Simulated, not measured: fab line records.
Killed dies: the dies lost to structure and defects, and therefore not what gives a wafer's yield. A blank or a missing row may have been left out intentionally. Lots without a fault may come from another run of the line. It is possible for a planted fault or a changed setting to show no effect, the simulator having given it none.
Matching of chambers | flow nand_harc | rie_diel-01 running NHARC_A_ZERO_WELL_DESCUM_12: 4 sister chambers
The step chemistry O2, time 3 s. 4 wafers are shown with their chamber, then 8 later ones without.

## WAFERS, EACH WITH ITS CHAMBER
wafer  | chamber | showerhead_plenum_p_Torr (Torr)
L076.6 | 3       | 1.96
L083.5 | 0       | 1.92
L087.5 | 1       | 1.85
L088.3 | 2       | 1.95

## WAFERS WITH NO CHAMBER GIVEN
wafer  | showerhead_plenum_p_Torr (Torr)
L088.5 | 1.85
L088.6 | 1.96
L092.2 | 1.92
L092.4 | 1.84
L092.5 | 1.95
L094.3 | 1.84
L094.4 | 1.95
L094.5 | 1.95

## EACH ONE'S CHAMBER
wafer  | from the rows above | in truth
L088.5 | 1                   | 1
L088.6 | 3                   | 3
L092.2 | 0                   | 0
L092.4 | 1                   | 1
L092.5 | 2                   | 2
L094.3 | 1                   | 1
L094.4 | 2                   | 2
L094.5 | 2                   | 2
Correct placement for 8 of the 8. From these rows, 0 cannot be placed. 0 placed wrongly.
How it was worked out, from the rows above alone: a wafer's distance from a chamber is the root of the sum, over the readings, of the square of ((its reading less the chamber's mean) divided by the reading's scatter). If the next closest chamber is less than 2 further off than the closest, the wafer can't be placed; otherwise it belongs to the closest. Each chamber's mean is taken over the wafers shown for it. The scatter (one wafer shown for each chamber): square how far every hidden wafer sits from the nearest shown wafer, average those squares and take the square root.
